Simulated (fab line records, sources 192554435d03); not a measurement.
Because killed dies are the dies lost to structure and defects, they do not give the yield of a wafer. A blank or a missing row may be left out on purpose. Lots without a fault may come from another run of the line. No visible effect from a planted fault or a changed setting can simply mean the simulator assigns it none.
fab line records	flow n5Finfet
record: lots: 9	wafers: 27	lastDay: 18
route steps=1938 shown BEOL_M4@1111 BEOL_M7@1264 PASSIVATION@1936
lots that met no fault: taken from a fault-free run of the same line
startH: the number of hours between the record's first day and the start of the first shown wafer of the lot	waitH: how many hours have passed since the lot's step before this one	" identical to the entry in the row above	L1.1+2: a single row standing in for several wafers	- value missing, or start not given	* or withheld: withheld	< > ~ a bound
route shown NAME@n: a module of which the file shows steps, and the number in the route of the first	usual: mean and standard deviation over wafers with no fault	same: alike in all rows	chamber/n: place in a boat	sites: readings site by site	_std_site: their standard deviation	_edge_site: mean of outer sites minus mean of inner sites	radiusMm: how far each site lies from the wafer's centre	mask NAME#n: copy n	behind: the tool/chamber that last shaped the wafer	hold: cause of the lot's hold/its duration in hours/its outcome	device: transistor that didn't switch, given as n, p or np	end of line: tests of these same wafers at the route's end	step lacking rows: just its recipe	killed: dies that structure and defects cost at the first sort, which is not the same as the wafer's yield	map: shows each die of a wafer: x if killed, . if not, _ if none is there
set.NAME: the setting as run; set.NAME@STEP: as run at that earlier step	model.NAME: the simulator's own value behind a step, which no gauge read
the route's steps for a sample of lots (tables are steps, rows are wafers)
services: a tool's chamber out of use, with start hour (startH, from the record's first day; less than 0 if before it), hours out, and reason
== steps ==
step: N5_BEOL_M4_RC_MEAS_101
usual: DIBL_N: 36.4/1.7	DIBL_P: 36.4/2.1	IOFF_N: 0.16/0.035	IOFF_P: 0.21/0.035	ION_N: 680/11	ION_P: 465/6.8	SS_N: 71.5/0.58	SS_P: 73.2/0.72	VT_N: 249/3.6	VT_P: -250/3.1
lot.wafer	tool	chamber	startH	waitH	DIBL_N[mV/V]	DIBL_P[mV/V]	IOFF_N[nA/um]	IOFF_P[nA/um]	ION_N[uA/um]	ION_P[uA/um]	SS_N[mV/dec]	SS_P[mV/dec]	VT_N[mV]	VT_P[mV]
L576.2	prober-02	0	180.10	0.2	38.5	37.3	0.18	0.21	693	464	71.5	73.9	246	-248
L576.3	"	0	"	"	37.1	34.6	0.14	0.17	685	461	71.3	73.2	253	-254
L576.6	"	0	"	"	36.7	34.6	0.14	0.15	668	447	71.4	73.4	253	-254
L585.1	prober-02	0	218.23	0.0	36.5	36.4	0.14	0.19	686	472	72.0	73.6	251	-252
L585.2	"	0	"	"	38.0	39.3	0.19	0.24	693	474	71.2	73.5	249	-249
L585.6	"	0	"	"	40.3	42.2	0.24	0.30	701	475	72.4	74.3	244	-245
L586.1	prober-01	0	220.75	0.0	37.7	36.4	0.19	0.24	697	474	71.9	73.2	244	-246
L586.4	"	0	"	"	35.5	33.3	0.13	0.18	655	457	71.9	72.4	252	-252
L586.5	"	0	"	"	35.9	34.8	0.14	0.21	682	469	71.6	72.8	246	-246
L587.1	prober-02	0	233.07	0.0	37.5	39.5	0.18	0.23	680	463	71.6	74.5	249	-249
L587.3	"	0	"	"	37.0	37.7	0.16	0.20	662	456	71.4	73.6	250	-251
L587.6	"	0	"	"	38.2	39.3	0.19	0.22	677	458	71.7	74.7	247	-249
L594.1	prober-02	0	278.91	0.0	34.0	33.9	0.12	0.15	664	457	71.4	72.0	256	-253
L594.2	"	0	"	"	37.2	36.5	0.16	0.19	674	458	71.8	72.7	250	-252
L594.3	"	0	"	"	35.8	35.5	0.14	0.18	676	464	70.8	72.2	252	-255
L597.2	prober-02	0	293.39	0.2	39.5	40.4	0.24	0.28	686	463	73.2	74.5	243	-247
L597.3	"	0	"	"	37.7	37.7	0.19	0.23	702	471	71.0	73.2	243	-249
L597.6	"	0	"	"	41.5	42.8	0.31	0.32	717	480	72.9	75.0	239	-245
L595.1	prober-01	0	296.75	0.0	36.3	34.1	0.15	0.21	680	469	71.4	73.1	249	-249
L595.3	"	0	"	"	38.7	36.9	0.20	0.25	689	472	72.1	73.9	247	-248
L595.5	"	0	"	"	38.8	36.5	0.21	0.24	686	465	71.3	73.6	247	-248
L596.1	prober-01	0	302.39	0.0	36.7	38.0	0.19	0.23	681	460	71.7	73.4	245	-249
L596.4	"	0	"	"	35.4	35.9	0.17	0.19	684	460	71.5	73.1	246	-253
L596.5	"	0	"	"	35.4	36.5	0.18	0.19	690	466	71.6	73.5	248	-254
L599.3	prober-01	0	309.77	0.3	36.0	36.2	0.16	0.23	678	470	71.7	72.8	248	-249
L599.5	"	0	"	"	34.6	33.8	0.12	0.19	665	464	71.1	72.1	252	-251
L599.6	"	0	"	"	38.6	39.1	0.21	0.28	692	469	72.3	74.4	247	-247
step: N5_BEOL_M7_CURE_74
recipe: tempC: 385	timeS: 240	ambient: He/Ar	material: SiCOH_lowk
usual: lampPowerPct: 52.32/0.056	wafer_temp_C_max: 386.9/0.57
lot.wafer	tool	chamber	startH	waitH	lampPowerPct	wafer_temp_C_max
L576.2	uvCure-02	0	202.97	0.1	52.27	386.9
L576.3	"	0	"	"	52.33	386.8
L576.6	"	0	"	"	52.30	386.2
L585.1	uvCure-03	0	247.10	0.0	52.23	387.4
L585.2	"	0	"	"	52.31	387.4
L585.6	"	0	"	"	52.31	387.3
L586.1	uvCure-01	2	249.79	0.0	52.24	386.4
L586.4	"	2	"	"	52.38	386.2
L586.5	"	2	"	"	52.39	386.4
L587.1	uvCure-02	1	253.64	0.0	52.36	388.1
L587.3	"	1	"	"	52.26	387.8
L587.6	"	1	"	"	52.34	387.3
L594.1	uvCure-03	1	299.36	0.0	52.35	386.3
L594.2	"	1	"	"	52.35	385.7
L594.3	"	1	"	"	52.31	386.5
L597.2	uvCure-01	0	318.15	1.4	52.33	387.1
L597.3	"	0	"	"	52.23	387.2
L597.6	"	0	"	"	52.29	386.8
L595.1	uvCure-02	2	320.31	0.1	52.31	387.0
L595.3	"	2	"	"	52.34	387.3
L595.5	"	2	"	"	52.35	387.9
L596.1	uvCure-03	0	327.58	0.0	52.30	387.1
L596.4	"	0	"	"	52.15	387.1
L596.5	"	0	"	"	52.32	387.4
L599.3	uvCure-02	2	335.44	0.4	52.24	387.1
L599.5	"	2	"	"	52.47	386.6
L599.6	"	2	"	"	52.36	387.4
step: N5_BEOL_M7_STRIP_19
recipe: chemistry: O2	powerW: 400	tempC: 40	pressureMtorr: 30	rfFrequencyHz: 6e+07	biasPowerW: 0	overashFraction: 0.2	o2FlowSccm: 225
usual: drypumpMotorCurrentA: 5.41/0.28	oesProductAu: 0.81/0.1	rfVppV: 3.6/0.6	showerheadPlenumPTorr: 2.11/0.05	throttleValvePct: 16.58/0.22
lot.wafer	tool	chamber	startH	waitH	drypumpMotorCurrentA	oesProductAu	rfHoursCounterH	rfVppV	showerheadPlenumPTorr	throttleValvePct
L576.2	rieDiel-05	2	206.28	0.1	5.68	0.92	13	3.8	2.14	16.31
L576.3	"	1	"	"	5.45	0.91	33	4.3	2.05	16.26
L576.6	"	1	"	"	5.44	0.92	-	4.4	2.05	16.27
L585.1	rieDiel-03	3	250.00	0.1	5.14	0.96	4	3.7	2.13	16.44
L585.2	"	1	"	"	5.29	0.80	80	4.7	2.21	16.63
L585.6	"	0	"	"	5.94	0.70	-	3.2	2.07	16.51
L586.1	rieDiel-06	2	253.01	0.1	5.89	0.73	209	3.7	2.08	17.08
L586.4	"	1	"	"	5.42	0.91	18	4.5	2.13	16.37
L586.5	"	0	"	"	5.10	0.72	-	4.5	2.19	16.67
L587.1	rieDiel-06	1	256.65	0.1	5.42	0.92	19	3.9	2.13	16.35
L587.3	"	3	"	"	5.31	0.68	191	4.8	2.09	16.90
L587.6	"	2	"	"	5.91	0.72	-	3.3	2.08	17.08
L594.1	rieDiel-06	3	301.77	0.2	5.30	0.68	205	3.6	2.08	16.92
L594.2	"	1	"	"	5.42	0.89	33	4.0	2.12	16.39
L594.3	"	0	"	"	5.10	0.71	184	3.6	2.18	16.70
L597.2	rieDiel-03	1	320.31	0.1	5.30	0.77	104	3.1	2.21	16.72
L597.3	"	0	"	"	5.94	0.68	237	4.2	2.06	16.56
L597.6	"	0	"	"	5.92	0.69	-	2.8	2.06	16.56
L595.1	rieDiel-03	0	322.64	0.1	5.93	0.68	238	3.8	2.06	16.56
L595.3	"	1	"	"	5.30	0.77	105	2.9	2.21	16.69
L595.5	"	3	"	"	5.15	0.90	-	4.0	2.12	16.50
L596.1	rieDiel-06	3	331.59	0.1	5.30	0.68	213	3.5	2.08	16.96
L596.4	"	1	"	"	5.45	0.88	39	3.2	2.12	16.41
L596.5	"	3	"	"	5.32	0.68	-	3.9	2.08	16.96
L599.3	rieDiel-03	2	339.26	0.1	5.27	0.89	23	3.6	2.06	16.51
L599.5	"	2	"	"	5.24	0.89	-	3.0	2.06	16.50
L599.6	"	3	"	"	5.15	0.89	-	3.5	2.12	16.50
step: N5_BEOL_M7_INSPECT_30
recipe: mode: adi	inspectInstrument: brightfield
usual: rawDefectCount: 417/98
lot.wafer	tool	chamber	startH	waitH	rawDefectCount
L576.2	defectInspect-01	-	208.08	0.0	355
L576.3	"	-	"	"	393
L576.6	"	-	"	"	601
L585.1	defectInspect-02	-	254.61	0.1	275
L585.2	"	-	"	"	270
L585.6	"	-	"	"	337
L586.1	defectInspect-02	-	254.65	0.1	462
L586.4	"	-	"	"	529
L586.5	"	-	"	"	450
L587.1	defectInspect-01	-	257.17	0.1	501
L587.3	"	-	"	"	340
L587.6	"	-	"	"	383
L594.1	defectInspect-02	-	304.92	0.1	437
L594.2	"	-	"	"	494
L594.3	"	-	"	"	438
L597.2	defectInspect-01	-	320.79	0.0	527
L597.3	"	-	"	"	415
L597.6	"	-	"	"	668
L595.1	defectInspect-02	-	324.04	0.1	279
L595.3	"	-	"	"	449
L595.5	"	-	"	"	409
L596.1	defectInspect-02	-	332.06	0.1	304
L596.4	"	-	"	"	424
L596.5	"	-	"	"	493
L599.3	defectInspect-02	-	340.53	0.0	361
L599.5	"	-	"	"	447
L599.6	"	-	"	"	465
step: N5_BEOL_M7_VIA_ETCH_34
recipe: chemistry: C4F6/O2	target: SiCOH_lowk	targetDepthA: 1255	maskMaterial: SOC	taperDeg: 4	timeS: 50.5	ionEnergyEv: 250	pressureMtorr: 30	sourceW: 345	biasW: 185	Ar_flow_sccm: 300	C4F6_flow_sccm: 10	O2_flow_sccm: 10
usual: C4F6_flow_sccm: 10.00/0.031	O2_flow_sccm: 10.00/0.031	drypumpMotorCurrentA: 5.41/0.29	oesProductAu: 0.80/0.1	rfVppV: 668/9.8	showerheadPlenumPTorr: 2.87/0.074	throttleValvePct: 20.84/0.2
lot.wafer	tool	chamber	startH	waitH	C4F6_flow_sccm	O2_flow_sccm	drypumpMotorCurrentA	oesProductAu	rfHoursCounterH	rfVppV	showerheadPlenumPTorr	throttleValvePct
L576.2	rieDiel-06	2	208.29	0.0	9.99	10.00	5.91	0.73	201	663	2.82	21.18
L576.3	"	0	"	"	9.98	10.01	5.09	0.73	160	675	2.96	20.83
L576.6	"	0	"	"	9.96	9.96	5.10	0.73	-	676	2.96	20.84
L585.1	rieDiel-05	0	254.83	0.0	-	-	-	-	-	-	-	-
L585.2	"	2	"	"	-	-	-	-	-	-	-	-
L585.6	"	0	"	"	-	-	-	-	-	-	-	-
L586.1	rieDiel-06	1	254.98	0.0	-	-	-	-	-	-	-	-
L586.4	"	3	"	"	-	-	-	-	-	-	-	-
L586.5	"	1	"	"	-	-	-	-	-	-	-	-
L587.1	rieDiel-06	3	257.42	0.0	-	-	-	-	-	-	-	-
L587.3	"	1	"	"	-	-	-	-	-	-	-	-
L587.6	"	0	"	"	-	-	-	-	-	-	-	-
L594.1	rieDiel-05	3	305.13	0.0	9.96	10.00	5.32	0.71	200	669	2.82	21.01
L594.2	"	1	"	"	9.99	9.99	5.46	0.87	64	664	2.77	20.48
L594.3	"	0	"	"	9.97	9.97	5.00	0.92	28	658	2.90	20.91
L597.2	rieDiel-03	0	321.00	0.0	10.07	9.97	5.90	0.67	237	669	2.80	20.65
L597.3	"	2	"	"	10.01	10.02	5.28	0.90	18	660	2.79	20.69
L597.6	"	2	"	"	10.02	9.99	5.28	0.90	-	658	2.79	20.71
L595.1	rieDiel-05	3	324.35	0.0	9.94	10.06	5.34	0.70	208	672	2.82	21.02
L595.3	"	1	"	"	9.94	9.96	5.44	0.85	73	666	2.76	20.52
L595.5	"	2	"	"	9.97	10.03	5.71	0.89	-	655	2.92	20.77
L596.1	rieDiel-05	0	332.46	0.0	9.99	9.99	5.00	0.92	36	658	2.90	20.93
L596.4	"	3	"	"	10.00	10.04	5.31	0.70	210	671	2.82	21.03
L596.5	"	3	"	"	10.05	10.04	5.30	0.70	-	672	2.82	21.03
L599.3	rieDiel-05	2	340.74	0.0	10.03	10.01	5.73	0.89	48	654	2.91	20.78
L599.5	"	0	"	"	9.97	9.98	5.02	0.91	-	657	2.90	20.91
L599.6	"	1	"	"	10.00	10.06	5.46	0.85	-	665	2.76	20.52
step: N5_PASSIVATION_PROBE_49
usual: defectLimitedYield: 91.3/1.4	killed_at_M0_to_M3: 36/11	killed_at_M4_up: 13/5.2	killedAtContacts: 13/6.5	killedAtFrontEnd: 37/11	killedAtOther: 3.6/2.9	killedDies: 103/17	killedOnRim: 13/3.6	killedOpen: 68/12	killedShort: 33/7.3	sort_bin_4_leakage: 0.01/0.039	sort_bin_5_function: 5.2/0.91	sort_bin_6_memory: 3.2/0.67	sort_bin_8_speed: 0.00/0.0099	sortNPass: 1077/17	sortYieldPct: 91.3/1.4
same: grossDies: 1180	killedAtBackSide: 0
lot.wafer	tool	chamber	startH	waitH	defectLimitedYield[%]	killed_at_M0_to_M3	killed_at_M4_up	killedAtContacts	killedAtFrontEnd	killedAtOther	killedDies	killedOnRim	killedOpen	killedShort	sort_bin_4_leakage[%]	sort_bin_5_function[%]	sort_bin_6_memory[%]	sort_bin_8_speed[%]	sortNPass	sortYieldPct[%]
L585.1	prober-01	-	332.93	0.0	0	58	1065	11	37	9	1180	152	77	44	0	96.0	3.6	0	0	0
L585.2	prober-01	-	332.98	0.1	0	35	1076	11	55	3	1180	152	79	37	0	96.0	3.7	0	0	0
L585.6	prober-01	-	333.18	0.3	0	44	1061	26	41	8	1180	152	75	50	0	96.0	3.9	0	0	0
L587.1	prober-01	-	337.46	0.0	0	43	1091	23	18	5	1180	152	66	36	0	96.2	3.3	0	0	0
L587.3	prober-01	-	337.56	0.1	0	30	1099	8	33	10	1180	152	53	37	0	96.9	2.9	0	0	0
L587.6	prober-01	-	337.71	0.3	0	36	1083	12	47	2	1180	152	75	37	0	95.8	3.7	0	0	0
L586.1	prober-01	-	341.32	0.0	0	47	1037	12	81	3	1180	152	99	51	0	94.7	5.1	0	0	0
L586.4	prober-01	-	341.47	0.2	0	38	1078	5	56	3	1180	152	77	45	0	95.8	3.9	0	0	0
L586.5	prober-01	-	341.52	0.2	0	46	1083	4	36	11	1180	152	75	38	0	96.3	3.5	0	0	0
L594.1	prober-01	-	383.78	0.0	93.1	23	7	19	32	1	82	8	58	24	0	3.9	2.9	0	1098	93.1
L594.2	prober-01	-	383.83	0.1	89.9	38	7	33	37	4	119	15	81	32	0	6.2	3.1	0	1061	89.9
L594.3	prober-01	-	383.88	0.1	92.8	20	13	17	35	0	85	10	60	25	0	4.4	2.5	0	1095	92.8
killed by level:class
L585.1 BEOL_M7:areaEtch=1058 BEOL_M0_SAQP:geometricParticle:open=15 BEOL_M0_SAQP:geometricParticle:short=13 GATE_CUT:geometricParticle:short=10 MOL_CONTACT_COAG:geometricParticle:open=9 BEOL_M2:geometricParticle:open=8 FIN_SAQP:geometricParticle:open=7 BEOL_M3:geometricParticle:open=7
L585.2 BEOL_M7:areaEtch=1064 STI_FIN_REVEAL:geometricParticle:open=14 MOL_CONTACT_COAG:geometricParticle:open=10 BEOL_M2:geometricParticle:open=9 BEOL_M0_SAQP:geometricParticle:open=8 FIN_SAQP:geometricParticle:short=7 FIN_SAQP:geometricParticle:open=7 STI_FIN_REVEAL:geometricParticle:short=5
L585.6 BEOL_M7:areaEtch=1055 MOL_CONTACT_COAG:geometricParticle:open=18 BEOL_M0_SAQP:geometricParticle:short=12 FIN_SAQP:geometricParticle:short=9 BEOL_M0_SAQP:geometricParticle:open=9 FIN_SAQP:geometricParticle:open=8 MOL_CONTACT_COAG:geometricParticle:short=8 STI_FIN_REVEAL:geometricParticle:open=6
L587.1 BEOL_M7:areaEtch=1078 MOL_CONTACT_COAG:geometricParticle:open=18 BEOL_M3:geometricParticle:open=10 BEOL_M0_SAQP:geometricParticle:open=8 BEOL_M0_SAQP:geometricParticle:short=7 GATE_CUT:geometricParticle:short=5 MOL_CONTACT_COAG:geometricParticle:short=5 BEOL_M3:geometricParticle:short=5
L587.3 BEOL_M7:areaEtch=1089 BEOL_M0_SAQP:geometricParticle:short=12 FIN_SAQP:geometricParticle:open=11 BEOL_M0_SAQP:geometricParticle:open=7 GATE_CUT:geometricParticle:short=6 MOL_CONTACT_COAG:geometricParticle:open=6 BEOL_M3:geometricParticle:open=5 MIM_TOP_ETCH:geometricParticle:short=5
L587.6 BEOL_M7:areaEtch=1067 FIN_SAQP:geometricParticle:open=15 BEOL_M4:geometricParticle:open=11 BEOL_M0_SAQP:geometricParticle:open=10 STI_FIN_REVEAL:geometricParticle:open=10 MOL_CONTACT_COAG:geometricParticle:open=8 BEOL_M0_SAQP:geometricParticle:short=7 FIN_SAQP:geometricParticle:short=6
L586.1 BEOL_M7:areaEtch=1030 STI_FIN_REVEAL:geometricParticle:open=37 FIN_SAQP:geometricParticle:open=13 BEOL_M0_SAQP:geometricParticle:short=12 BEOL_M0_SAQP:geometricParticle:open=10 BEOL_M2:geometricParticle:open=10 MOL_CONTACT_COAG:geometricParticle:open=9 GATE_CUT:geometricParticle:short=8
L586.4 BEOL_M7:areaEtch=1057 FIN_SAQP:geometricParticle:short=13 STI_FIN_REVEAL:geometricParticle:open=13 FIN_SAQP:geometricParticle:open=12 BEOL_M4:geometricParticle:open=10 BEOL_M2:geometricParticle:open=9 BEOL_M0_SAQP:geometricParticle:short=8 BEOL_M0_SAQP:geometricParticle:open=7
L586.5 BEOL_M7:areaEtch=1067 BEOL_M2:geometricParticle:open=16 STI_FIN_REVEAL:geometricParticle:open=13 FIN_SAQP:geometricParticle:short=7 BEOL_M4:geometricParticle:open=7 BEOL_M2:geometricParticle:short=6 BEOL_M3:geometricParticle:open=6 FIN_SAQP:geometricParticle:open=5
L594.1 MOL_CONTACT_COAG:geometricParticle:open=17 STI_FIN_REVEAL:geometricParticle:open=8 BEOL_M0_SAQP:geometricParticle:open=6 DUMMY_GATE:geometricParticle:open=5 BEOL_M0_SAQP:geometricParticle:short=4 BEOL_M1:geometricParticle:open=4 FIN_SAQP:geometricParticle:short=3 FIN_SAQP:geometricParticle:open=3
L594.2 MOL_CONTACT_COAG:geometricParticle:open=26 BEOL_M1:geometricParticle:open=11 BEOL_M0_SAQP:geometricParticle:open=9 MOL_CONTACT_COAG:geometricParticle:short=7 BEOL_M0_SAQP:geometricParticle:short=7 STI_FIN_REVEAL:geometricParticle:open=6 HKMG_FIN:areaEtch=6 DUMMY_GATE:geometricParticle:open=5
L594.3 MOL_CONTACT_COAG:geometricParticle:open=14 BEOL_M0_SAQP:geometricParticle:short=7 FIN_SAQP:geometricParticle:open=6 STI_FIN_REVEAL:geometricParticle:open=6 BEOL_M8:geometricParticle:open=5 DUMMY_GATE:geometricParticle:open=4 BEOL_M0_SAQP:geometricParticle:open=4 BEOL_M5:geometricParticle:open=4
== services ==
tool	chamber	startH	hours	kind
rieDiel-05	0	183.06	-	clean
rieDiel-05	0	183.06	-	consumableReplace:focusRing
rieDiel-05	0	183.06	30.2	scheduledDown
rieDiel-05	0	183.06	30.2	ventCycle
rieDiel-05	-	184.13	1.2	repair
rieDiel-03	3	207.89	9.7	repair
uvCure-03	-	213.27	2.1	pm
rieDiel-03	3	218.18	-	clean
uvCure-03	-	218.92	6.0	pm
rieDiel-03	-	223.67	1.2	repair
rieDiel-06	3	226.39	4.2	repair
rieDiel-06	2	227.03	16.7	repair
rieDiel-03	-	252.99	2.8	pm
rieDiel-03	3	257.10	10.3	repair
uvCure-02	-	263.93	0.6	repair
rieDiel-03	0	275.51	4.4	repair
rieDiel-03	-	281.98	0.1	repair
uvCure-03	-	282.75	1.0	pm
rieDiel-06	0	287.29	12.3	repair
rieDiel-05	2	295.07	17.0	repair
uvCure-02	-	296.25	4.3	repair
uvCure-02	-	311.98	7.5	pm
rieDiel-05	2	316.07	4.0	repair
rieDiel-03	3	317.28	3.7	repair
== key ==
firstSign: step: N5_BEOL_M7_VIA_ETCH_34	reading: toolRecord	direction: missing
effect: step: N5_PASSIVATION_PROBE_49	reading: killed_at_M4_up	direction: up	sigmas: 99+	usual: 13	struck: 1075
moreKillsBornAt: N5_BEOL_M7_VIA_ETCH_34@rieDiel-06: 6388	N5_BEOL_M7_VIA_ETCH_34@rieDiel-05: 3177
metAt N5_BEOL_M7_VIA_ETCH_34
struckLots L585,L586,L587
laterRowsLeftOut L585.1,L585.2,L585.6,L586.1,L586.4,L586.5,L587.1,L587.3,L587.6
notActingAt N5_BEOL_M7_CURE_74,N5_BEOL_M7_STRIP_19,N5_BEOL_M7_INSPECT_30
onsetBetween 208.29 254.83
fault: kind: skippedStepWhole	tool: rieDiel-05,rieDiel-06	chamber: -	onsetH: 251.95	steps: N5_BEOL_M7_VIA_ETCH_34	scope: struckLotsOnly
laterRowsLeftOut: the simulator's readings of these wafers behind a module that went badly wrong aren't trusted and aren't shown, but for the sort
